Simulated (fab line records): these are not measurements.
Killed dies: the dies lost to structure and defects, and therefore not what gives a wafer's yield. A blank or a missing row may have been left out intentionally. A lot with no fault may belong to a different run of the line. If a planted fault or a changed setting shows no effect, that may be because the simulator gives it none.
fab line records | flow n5Finfet
record: lots: 14 | wafers: 42 | lastDay: 18
route steps=1938 shown BEOL_M9@1416
lots untouched by any fault: they come from a run of this same line in which no faults occurred
startH: hours from the record's opening day to when the first of the lot's shown wafers began | waitH: hours since the lot's step before | " repeats the value in the row above | L1.1+2: one row covering several wafers at once | - no value, or no start given | * or withheld: withheld | < > ~ a bound
route shown NAME@n: NAME is a module with steps in the file, n the number in the route of the first one | usual: mean and standard deviation over wafers with no fault | same: alike in all rows | chamber/n: place in a boat | sites: each site's reading | _std_site: their standard deviation | _edge_site: inner sites' mean taken away from outer sites' mean | radiusMm: for every site, how far away it sits from the centre of the wafer | mask NAME#n: copy n | behind: the most recent tool/chamber to have shaped the wafer | hold: cause of the lot's hold/its duration in hours/its outcome | device: which transistor (n, p or np) failed to switch | end of line: at the end of the route, the tests of the same wafers | step lacking rows: just its recipe | killed: dies lost to structure and defects at the first sort, not the wafer's yield | map: a wafer's dies, marking killed ones x, the rest . and places with no die _
set.NAME: the setting the step ran with; set.NAME@STEP: the setting that earlier step ran with | model.NAME: the simulator's own value behind a step, which no gauge read
a sample of lots followed through the steps of the route, with each step as a table and each wafer as a row
services: from which hour (startH, from the record's first day; less than 0 if before it) a tool's chamber was out of use, for how many hours, and why
== steps ==
step: N5_BEOL_M9_INSPECT_13
recipe: mode: adi | inspectInstrument: brightfield
usual: rawDefectCount: 403/88
lot.wafer | tool             | chamber | startH | waitH | rawDefectCount
L890.2    | defectInspect-01 | -       | 213.91 | 0.0   | 447
L890.4    | "                | -       | "      | "     | 339
L890.5    | "                | -       | "      | "     | 361
L889.2    | defectInspect-01 | -       | 222.17 | 0.0   | 373
L889.3    | "                | -       | "      | "     | 434
L889.6    | "                | -       | "      | "     | 392
L891.1    | defectInspect-02 | -       | 222.27 | 0.0   | 325
L891.4    | "                | -       | "      | "     | 341
L891.5    | "                | -       | "      | "     | 466
L892.3    | defectInspect-02 | -       | 235.68 | 0.0   | 333
L892.5    | "                | -       | "      | "     | 281
L892.6    | "                | -       | "      | "     | 286
L897.3    | defectInspect-01 | -       | 259.39 | 0.0   | 435
L897.5    | "                | -       | "      | "     | 329
L897.6    | "                | -       | "      | "     | 242
L898.1    | defectInspect-01 | -       | 272.07 | 0.0   | 425
L898.2    | "                | -       | "      | "     | 396
L898.6    | "                | -       | "      | "     | 443
L900.1    | defectInspect-01 | -       | 272.27 | 0.0   | 565
L900.3    | "                | -       | "      | "     | 412
L900.6    | "                | -       | "      | "     | 376
L899.1    | defectInspect-02 | -       | 272.65 | 0.0   | 410
L899.4    | "                | -       | "      | "     | 422
L899.5    | "                | -       | "      | "     | 326
L903.3    | defectInspect-02 | -       | 298.01 | 0.0   | 550
L903.5    | "                | -       | "      | "     | 578
L903.6    | "                | -       | "      | "     | 645
L906.1    | defectInspect-01 | -       | 314.93 | 0.0   | 469
L906.2    | "                | -       | "      | "     | 401
L906.4    | "                | -       | "      | "     | 387
L910.2    | defectInspect-02 | -       | 335.79 | 0.0   | 445
L910.3    | "                | -       | "      | "     | 269
L910.6    | "                | -       | "      | "     | 414
L908.1    | defectInspect-01 | -       | 341.76 | 0.0   | 476
L908.3    | "                | -       | "      | "     | 216
L908.5    | "                | -       | "      | "     | 298
L909.1    | defectInspect-02 | -       | 347.74 | 0.0   | 281
L909.4    | "                | -       | "      | "     | 238
L909.5    | "                | -       | "      | "     | 355
L912.3    | defectInspect-02 | -       | 360.78 | 0.0   | 336
L912.5    | "                | -       | "      | "     | 390
L912.6    | "                | -       | "      | "     | 421
step: N5_BEOL_M9_EXPOSE_25
recipe: maskId: V8 | na: 0.33 | sourceShape: annular | sigmaInner: 0.4 | sigmaOuter: 0.8 | polarization: unpolarized | doseMj: 37.25
usual: exposureDoseMJCm2: 37.12/0.038 | focusOffsetNm: 0.0/0.6 | na: 0.33/0
lot.wafer | tool          | chamber | startH | waitH | mask | exposureDoseMJCm2 | focusOffsetNm | na
L890.2    | euvScanner-02 | 0       | 215.22 | -     | V8#0 | 37.13             | -0.2          | 0.33
L890.4    | "             | 0       | "      | "     | V8#0 | 37.13             | 0.5           | 0.33
L890.5    | "             | 0       | "      | "     | V8#0 | 37.13             | 1.0           | 0.33
L891.1    | euvScanner-02 | 0       | 227.13 | -     | V8#0 | 37.11             | 0.2           | 0.33
L891.4    | "             | 0       | "      | "     | V8#0 | 37.10             | -0.5          | 0.33
L891.5    | "             | 0       | "      | "     | V8#0 | 37.16             | 0.3           | 0.33
L889.2    | euvScanner-01 | 0       | 227.31 | -     | V8#0 | 37.14             | 0.5           | 0.33
L889.3    | "             | 0       | "      | "     | V8#0 | 37.16             | 0.3           | 0.33
L889.6    | "             | 0       | "      | "     | V8#0 | 37.17             | 0.0           | 0.33
L892.3    | euvScanner-01 | 0       | 238.17 | -     | V8#0 | 37.06             | 0.1           | 0.33
L892.5    | "             | 0       | "      | "     | V8#0 | 37.08             | -0.4          | 0.33
L892.6    | "             | 0       | "      | "     | V8#0 | 37.18             | -1.1          | 0.33
L897.3    | euvScanner-01 | 0       | 263.53 | -     | V8#0 | 37.14             | 0.1           | 0.33
L897.5    | "             | 0       | "      | "     | V8#0 | 37.20             | 0.4           | 0.33
L897.6    | "             | 0       | "      | "     | V8#0 | 37.20             | 0.1           | 0.33
L898.1    | euvScanner-02 | 0       | 274.13 | -     | V8#0 | 37.11             | 1.2           | 0.33
L898.2    | "             | 0       | "      | "     | V8#0 | 37.06             | -0.1          | 0.33
L898.6    | "             | 0       | "      | "     | V8#0 | 37.24             | 0.6           | 0.33
L900.1    | euvScanner-01 | -       | 274.33 | -     | V8#0 | -                 | -             | -
L900.3    | "             | -       | "      | "     | V8#0 | -                 | -             | -
L900.6    | "             | -       | "      | "     | V8#0 | -                 | -             | -
L899.1    | euvScanner-01 | -       | 274.37 | -     | V8#0 | -                 | -             | -
L899.4    | "             | -       | "      | "     | V8#0 | -                 | -             | -
L899.5    | "             | -       | "      | "     | V8#0 | -                 | -             | -
L903.3    | euvScanner-01 | 0       | 299.31 | -     | V8#0 | 37.08             | 0.3           | 0.33
L903.5    | "             | 0       | "      | "     | V8#0 | 37.11             | -0.2          | 0.33
L903.6    | "             | 0       | "      | "     | V8#0 | 37.08             | -1.1          | 0.33
L906.1    | euvScanner-01 | 0       | 315.63 | -     | V8#0 | 37.12             | -1.3          | 0.33
L906.2    | "             | 0       | "      | "     | V8#0 | 37.15             | -1.0          | 0.33
L906.4    | "             | 0       | "      | "     | V8#0 | 37.06             | -1.0          | 0.33
L910.2    | euvScanner-01 | 0       | 340.42 | -     | V8#0 | 37.04             | 1.0           | 0.33
L910.3    | "             | 0       | "      | "     | V8#0 | 37.08             | 0.2           | 0.33
L910.6    | "             | 0       | "      | "     | V8#0 | 37.11             | 0.6           | 0.33
L908.1    | euvScanner-01 | 0       | 343.05 | -     | V8#0 | 37.13             | 0.0           | 0.33
L908.3    | "             | 0       | "      | "     | V8#0 | 37.16             | 0.0           | 0.33
L908.5    | "             | 0       | "      | "     | V8#0 | 37.18             | -0.4          | 0.33
L909.1    | euvScanner-01 | 0       | 350.47 | -     | V8#0 | 37.15             | -1.0          | 0.33
L909.4    | "             | 0       | "      | "     | V8#0 | 37.09             | 0.0           | 0.33
L909.5    | "             | 0       | "      | "     | V8#0 | 37.11             | -0.6          | 0.33
L912.3    | euvScanner-02 | 0       | 361.66 | -     | V8#0 | 37.04             | 0.4           | 0.33
L912.5    | "             | 0       | "      | "     | V8#0 | 37.11             | 0.8           | 0.33
L912.6    | "             | 0       | "      | "     | V8#0 | 37.19             | 0.8           | 0.33
step: N5_BEOL_M9_CD_MEAS_28
recipe: targetCdNm: 70 | landingEnergyEv: 500 | detector: seInlens | polarity: opening
usual: cdNm: 70.05/0.22
lot.wafer | tool     | chamber | startH | waitH | cdNm
L890.2    | cdSem-03 | 0       | 215.34 | -     | 70.23
L890.4    | "        | 0       | "      | "     | 69.91
L890.5    | "        | 0       | "      | "     | 70.21
L891.1    | cdSem-03 | 0       | 227.26 | -     | 70.40
L891.4    | "        | 0       | "      | "     | 70.42
L891.5    | "        | 0       | "      | "     | 70.29
L889.2    | cdSem-02 | 0       | 227.43 | -     | 69.92
L889.3    | "        | 0       | "      | "     | 70.02
L889.6    | "        | 0       | "      | "     | 70.16
L892.3    | cdSem-01 | 0       | 238.29 | -     | 69.91
L892.5    | "        | 0       | "      | "     | 69.93
L892.6    | "        | 0       | "      | "     | 69.56
L897.3    | cdSem-03 | 0       | 263.65 | -     | 70.26
L897.5    | "        | 0       | "      | "     | 70.16
L897.6    | "        | 0       | "      | "     | 69.88
L898.1    | cdSem-02 | 0       | 274.26 | -     | 70.09
L898.2    | "        | 0       | "      | "     | 70.21
L898.6    | "        | 0       | "      | "     | 70.30
L900.1    | cdSem-02 | 0       | 274.46 | -     | -
L900.3    | "        | 0       | "      | "     | -
L900.6    | "        | 0       | "      | "     | -
L899.1    | cdSem-01 | 0       | 274.50 | -     | -
L899.4    | "        | 0       | "      | "     | -
L899.5    | "        | 0       | "      | "     | -
L903.3    | cdSem-02 | 0       | 299.43 | -     | 69.53
L903.5    | "        | 0       | "      | "     | 69.55
L903.6    | "        | 0       | "      | "     | 69.96
L906.1    | cdSem-03 | 0       | 315.76 | -     | 69.85
L906.2    | "        | 0       | "      | "     | 70.04
L906.4    | "        | 0       | "      | "     | 69.98
L910.2    | cdSem-03 | 0       | 340.54 | -     | 70.18
L910.3    | "        | 0       | "      | "     | 69.99
L910.6    | "        | 0       | "      | "     | 70.25
L908.1    | cdSem-02 | 0       | 343.18 | -     | 70.30
L908.3    | "        | 0       | "      | "     | 70.03
L908.5    | "        | 0       | "      | "     | 70.17
L909.1    | cdSem-03 | 0       | 350.60 | -     | 70.32
L909.4    | "        | 0       | "      | "     | 70.02
L909.5    | "        | 0       | "      | "     | 70.32
L912.3    | cdSem-02 | 0       | 361.78 | -     | 70.13
L912.5    | "        | 0       | "      | "     | 69.93
L912.6    | "        | 0       | "      | "     | 69.91
step: N5_BEOL_M9_ETCH_66
recipe: chemistry: N2/H2 | target: SOC | targetDepthA: 800 | overetchA: 160 | maskMaterial: SiARC | tempC: 40 | timeS: 120 | ionEnergyEv: 200 | pressureMtorr: 30 | sourceW: 840 | biasW: 150 | n2FlowSccm: 200 | h2FlowSccm: 200
usual: drypumpMotorCurrentA: 5.43/0.29 | oesProductAu: 0.61/0.069 | rfVppV: 524.5/1.8 | showerheadPlenumPTorr: 2.57/0.063 | throttleValvePct: 17.81/0.3
lot.wafer | tool       | chamber | startH | waitH | drypumpMotorCurrentA | oesProductAu | rfHoursCounterH | rfVppV | showerheadPlenumPTorr | throttleValvePct
L890.2    | rieDiel-05 | 3       | 215.56 | 0.0   | 5.32                 | 0.55         | 172             | 524.1  | 2.53                  | 17.97
L890.4    | "          | 2       | "      | "     | 5.67                 | 0.70         | 16              | 524.5  | 2.60                  | 17.62
L890.5    | "          | 1       | "      | "     | 5.47                 | 0.68         | -               | 522.7  | 2.48                  | 17.41
L891.1    | rieDiel-06 | 0       | 227.51 | 0.0   | 5.10                 | 0.56         | 165             | 525.4  | 2.67                  | 17.90
L891.4    | "          | 1       | "      | "     | 5.43                 | 0.71         | -               | 526.4  | 2.60                  | 17.52
L891.5    | "          | 1       | "      | "     | 5.42                 | 0.71         | -               | 523.9  | 2.60                  | 17.52
L889.2    | rieDiel-03 | 1       | 227.80 | 0.0   | 5.28                 | 0.61         | 72              | 527.8  | 2.67                  | 17.58
L889.3    | "          | 2       | "      | "     | 5.25                 | 0.53         | 244             | 522.5  | 2.50                  | 18.11
L889.6    | "          | 2       | "      | "     | 5.23                 | 0.52         | -               | 522.8  | 2.50                  | 18.09
L892.3    | rieDiel-03 | 1       | 238.49 | 0.0   | 5.27                 | 0.61         | 76              | 527.9  | 2.67                  | 17.60
L892.5    | "          | 0       | "      | "     | 5.95                 | 0.54         | -               | 522.5  | 2.51                  | 17.52
L892.6    | "          | 1       | "      | "     | 5.29                 | 0.61         | -               | 527.2  | 2.67                  | 17.61
L897.3    | rieDiel-05 | 3       | 263.85 | 0.0   | 5.33                 | 0.55         | 186             | 522.7  | 2.52                  | 17.99
L897.5    | "          | 3       | "      | "     | 5.35                 | 0.55         | -               | 522.2  | 2.52                  | 17.98
L897.6    | "          | 0       | "      | "     | 4.97                 | 0.73         | -               | 525.8  | 2.62                  | 17.86
L898.1    | rieDiel-05 | 2       | 274.46 | 0.0   | 5.68                 | 0.68         | 34              | 524.7  | 2.59                  | 17.66
L898.2    | "          | 3       | "      | "     | 5.31                 | 0.55         | 189             | 523.4  | 2.52                  | 17.98
L898.6    | "          | 3       | "      | "     | 5.32                 | 0.54         | -               | 523.3  | 2.52                  | 17.99
L900.1    | rieDiel-05 | 0       | 274.89 | 0.0   | 5.01                 | 0.72         | 17              | 524.2  | 2.62                  | 17.87
L900.3    | "          | 1       | "      | "     | 5.47                 | 0.67         | 53              | 522.2  | 2.48                  | 17.40
L900.6    | "          | 0       | "      | "     | 5.03                 | 0.72         | -               | 525.6  | 2.62                  | 17.84
L899.1    | rieDiel-05 | 2       | 275.31 | 0.0   | 5.68                 | 0.68         | 34              | 524.7  | 2.59                  | 17.65
L899.4    | "          | 3       | "      | "     | 5.34                 | 0.54         | 190             | 522.8  | 2.52                  | 17.98
L899.5    | "          | 2       | "      | "     | 5.69                 | 0.68         | -               | 526.1  | 2.59                  | 17.64
L903.3    | rieDiel-06 | 1       | 299.63 | 0.0   | 5.46                 | 0.67         | 32              | 525.6  | 2.59                  | 17.55
L903.5    | "          | 1       | "      | "     | 5.43                 | 0.67         | -               | 525.9  | 2.59                  | 17.55
L903.6    | "          | 3       | "      | "     | 5.34                 | 0.54         | -               | 524.4  | 2.53                  | 18.12
L906.1    | rieDiel-06 | 2       | 315.97 | 0.0   | 5.93                 | 0.55         | 228             | 524.8  | 2.54                  | 18.48
L906.2    | "          | 1       | "      | "     | 5.42                 | 0.67         | 36              | 525.0  | 2.59                  | 17.57
L906.4    | "          | 3       | "      | "     | 5.32                 | 0.53         | 209             | 521.8  | 2.53                  | 18.12
L910.2    | rieDiel-03 | 3       | 340.74 | 0.0   | 5.14                 | 0.66         | 30              | 526.0  | 2.61                  | 17.82
L910.3    | "          | 2       | "      | "     | 5.21                 | 0.69         | 23              | 522.1  | 2.49                  | 17.70
L910.6    | "          | 2       | "      | "     | 5.26                 | 0.69         | -               | 521.8  | 2.49                  | 17.71
L908.1    | rieDiel-06 | 0       | 343.38 | 0.0   | 5.11                 | 0.54         | 195             | 526.5  | 2.65                  | 17.95
L908.3    | "          | 2       | "      | "     | 5.90                 | 0.54         | 234             | 523.3  | 2.53                  | 18.51
L908.5    | "          | 2       | "      | "     | 5.90                 | 0.55         | -               | 523.0  | 2.53                  | 18.51
L909.1    | rieDiel-05 | 0       | 350.80 | 0.0   | 5.02                 | 0.69         | 41              | 525.0  | 2.61                  | 17.92
L909.4    | "          | 1       | "      | "     | 5.45                 | 0.64         | 81              | 521.8  | 2.47                  | 17.46
L909.5    | "          | 1       | "      | "     | 5.45                 | 0.63         | -               | 520.7  | 2.47                  | 17.46
L912.3    | rieDiel-03 | 2       | 361.99 | 0.0   | 5.28                 | 0.67         | 30              | 522.9  | 2.49                  | 17.71
L912.5    | "          | 3       | "      | "     | 5.15                 | 0.66         | -               | 523.2  | 2.61                  | 17.85
L912.6    | "          | 2       | "      | "     | 5.24                 | 0.68         | -               | 521.2  | 2.49                  | 17.71
== services ==
tool          | chamber | startH | hours | kind
euvScanner-02 | 0       | 197.86 | -     | calibration
rieDiel-03    | 3       | 207.89 | 9.7   | repair
rieDiel-03    | 3       | 218.18 | -     | clean
rieDiel-03    | -       | 223.67 | 1.2   | repair
rieDiel-06    | 3       | 226.39 | 4.2   | repair
rieDiel-06    | 2       | 227.03 | 16.7  | repair
euvScanner-01 | -       | 229.10 | 0.4   | repair
euvScanner-02 | -       | 230.37 | 4.6   | pm
euvScanner-01 | -       | 239.03 | 1.0   | pm
euvScanner-01 | -       | 250.34 | 4.6   | pm
rieDiel-03    | -       | 252.99 | 2.8   | pm
rieDiel-03    | 3       | 257.10 | 10.3  | repair
euvScanner-01 | 0       | 273.81 | -     | calibration
rieDiel-03    | 0       | 275.51 | 4.4   | repair
rieDiel-03    | -       | 281.98 | 0.1   | repair
rieDiel-06    | 0       | 287.29 | 12.3  | repair
euvScanner-02 | -       | 288.29 | 1.0   | pm
rieDiel-05    | 2       | 295.07 | 17.0  | repair
euvScanner-01 | -       | 295.18 | 1.0   | pm
rieDiel-05    | 2       | 316.07 | 4.0   | repair
rieDiel-03    | 3       | 317.28 | 3.7   | repair
euvScanner-02 | -       | 333.13 | 11.1  | repair
euvScanner-02 | -       | 344.44 | 1.0   | pm
euvScanner-01 | -       | 351.33 | 1.0   | pm
== key ==
firstSign: step: N5_BEOL_M9_EXPOSE_25 | reading: toolRecord | direction: missing
effect none on later readings
metAt N5_BEOL_M9_EXPOSE_25
struckLots L899,L900
laterRowsLeftOut L899.1,L899.4,L899.5,L900.1,L900.3,L900.6
sortLeftOut L899.1,L899.4,L899.5,L900.1,L900.3,L900.6
notActingAt N5_BEOL_M9_INSPECT_13,N5_BEOL_M9_CD_MEAS_28,N5_BEOL_M9_ETCH_66
onsetBetween 263.53 274.33
fault: kind: skippedStepWhole | tool: euvScanner-01 | chamber: - | onsetH: 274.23 | steps: N5_BEOL_M9_EXPOSE_25 | scope: struckLotsOnly
sortLeftOut: the simulated sort isn't trusted on such a fault, so these wafers' sort isn't shown, and their yield isn't known
laterRowsLeftOut: the simulator's readings of these wafers behind a module that went badly wrong aren't trusted and aren't shown, but for the sort
